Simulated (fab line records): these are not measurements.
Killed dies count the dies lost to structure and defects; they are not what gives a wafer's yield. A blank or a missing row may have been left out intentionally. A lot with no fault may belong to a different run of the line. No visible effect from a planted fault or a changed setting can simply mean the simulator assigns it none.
Struck lot and sound lot, side by side ; flow n5_finfet ; 37 steps out of a route of 1938
Sound: these wafers, L913.2, L913.3, L913.6. Wafers L920.3, L920.4, L920.6 were the ones struck. Last of all comes the cause.
Order at every step that has rows: each side's tool, ch and its chambers, its first start. Under that, the readings that differ: sound wafers ; struck wafers ; difference of the means ; sigmas: that difference in standard deviations of wafers without a fault.
alike: words and numbers the same on both sides, and readings whose means are apart by under 2 such deviations; not compared: readings that were withheld, readings missing a value for some wafer, numbers with overlapping values and no deviation given by the record, and bounds like >300 which may hide the same value.
Wherever a step has rows on one side only, a row that says differs or no value, or a row with sigmas, the two part there. Numbers that have no deviation but don't overlap get no sigmas and don't part them. A reading that every wafer of one side lacks parts them only if that side has two wafers or more.

first, 9 steps without rows for these wafers: N5_BEOL_M4_ANNEAL_95 (time 240 s); N5_BEOL_M4_SPUTTER_96 (material Cu, target thk 4.5 nm, time 8.29 s); N5_BEOL_M4_ECD_50 (material Cu, target thk 300 nm); N5_BEOL_M4_ANNEAL_51 (time 90 s); N5_BEOL_M4_CMP_52 (polishes, stops on SiOC, t overpolish 6.8 s, target thk 40 nm); N5_BEOL_M4_PRE_CLEAN_60 (time 15 s); N5_BEOL_M4_CO_CAP_55 (material Co, precursor CCTBA/H2, target thk 2 nm, time 102.1 s); N5_BEOL_M4_PRE_CLEAN_56 (time 15 s); N5_BEOL_M4_DEP_57 (deposits SiCN from 3MS/NH3, target thk 8 nm, time 14 s).
N5_BEOL_M4_RC_MEAS_101:
  sound on prober-02 ch 0, day 10 06:49; struck on prober-01 ch 0, day 11 21:33
  alike: DIBL_N, DIBL_P, IOFF_N, IOFF_P, ION_N, ION_P, SS_N, SS_P, VT_N, VT_P
then, 24 steps without rows for these wafers: N5_BEOL_M5_ILD_DEP_00 (deposits SiCOH lowk from DEMS/porogen, target thk 140.64 nm, time 25.9 s); N5_BEOL_M5_CURE_79 (cures SiCOH lowk, time 240 s); N5_BEOL_M5_PECVD_70 (deposits SiO2 from TEOS/O2, target thk 16 nm, time 18 s); N5_BEOL_M5_HM_DEP_02 (deposits TiN, target thk 20 nm); N5_BEOL_M5_COAT_59 (time 60 s, resist thk 60 nm); N5_BEOL_M5_COAT_60 (time 60 s, resist thk 12 nm); N5_BEOL_M5_COAT_71 (time 60 s, resist thk 5 nm); N5_BEOL_M5_COAT_05 (resist thk 30 nm); N5_BEOL_M5_EBR_07; N5_BEOL_M5_SOFTBAKE_06 (time 60 s); N5_BEOL_M5_EXPOSE_08 (exposes mask M5, target cd 28 nm); N5_BEOL_M5_PEB_09 (peb time 60 s); N5_BEOL_M5_DEVELOP_10 (develop time 30 s); N5_BEOL_M5_DESCUM_16 (chemistry O2, time 7 s); N5_BEOL_M5_ETCH_72 (etches underlayer in N2/H2, target depth 6.5 nm, time 5.2 s); N5_BEOL_M5_ETCH_61 (etches SiARC in CF4, target depth 15.6 nm, time 26 s); N5_BEOL_M5_ETCH_62 (etches SOC in N2/H2, target depth 75 nm, overetch 15 nm, time 112.5 s); N5_BEOL_M5_STRIP_63 (strips in N2/H2); N5_BEOL_M5_STRIP_73 (strips in N2/H2); N5_BEOL_M5_STRIP_64 (strips in CF4); N5_BEOL_M5_HM_OPEN_17 (chemistry Cl2/BCl3, target TiN, target depth 20 nm, overetch 6 nm); N5_BEOL_M5_STRIP_19 (strips in O2); N5_BEOL_M5_COAT_65 (time 60 s, resist thk 60 nm); N5_BEOL_M5_COAT_66 (time 60 s, resist thk 12 nm).
N5_BEOL_M6_ETCH_66: etches SOC in N2/H2, target depth 80 nm, overetch 16 nm, time 120 s.
  sound on rie_diel-05 ch 1,2, day 11 05:49; struck on rie_diel-02 ch 1,2,3, day 12 16:35
  no value came back on the struck wafers for any of 7 readings (bias_w (W), chamber_pressure_mTorr (mTorr) and others); on the sound wafers bias_w (W) reads 149.8 150.6 149.1
reading;sound;struck;difference;sigmas
model.SiARC_of_BEOL_M6_COAT_64.thk_nm (nm);6.4 6.2 6.4;12 12 12;+6;
model.underlayer_of_BEOL_M6_COAT_71.thk_nm (nm);0 0 0;5 5 5;+5;
  not compared: rf_hours_counter_h
N5_BEOL_M6_VIA_ETCH_34: etches SiCOH lowk in C4F6/O2, target depth 126.3 nm, time 50.9 s.
  sound on rie_diel-05 ch 1,2, day 11 05:55; struck on rie_diel-02 ch 1,2,3, day 12 16:41
reading;sound;struck;difference;sigmas
oes_product_au (a.u.);0.88 0.89 0.88;0.26 0.27 0.27;-0.62;-7
  alike: C4F6_flow_sccm, O2_flow_sccm, drypump_motor_current_A, rf_vpp_V, showerhead_plenum_p_Torr, throttle_valve_pct
  not compared: rf_hours_counter_h
-- here the record skips 4 days between the struck wafers' starts before and after, leaving off in module BEOL_M6 and picking up in module PASSIVATION (first step shown: number 1936 of the route) --
N5_PASSIVATION_PROBE_49:
  record: rows for the struck wafers here (prober-02, day 16 08:35), none for the sound ones

WHERE THEY PART
First at N5_BEOL_M6_ETCH_66; last, within this record, at N5_PASSIVATION_PROBE_49.

WHY: whatever the simulator had introduced
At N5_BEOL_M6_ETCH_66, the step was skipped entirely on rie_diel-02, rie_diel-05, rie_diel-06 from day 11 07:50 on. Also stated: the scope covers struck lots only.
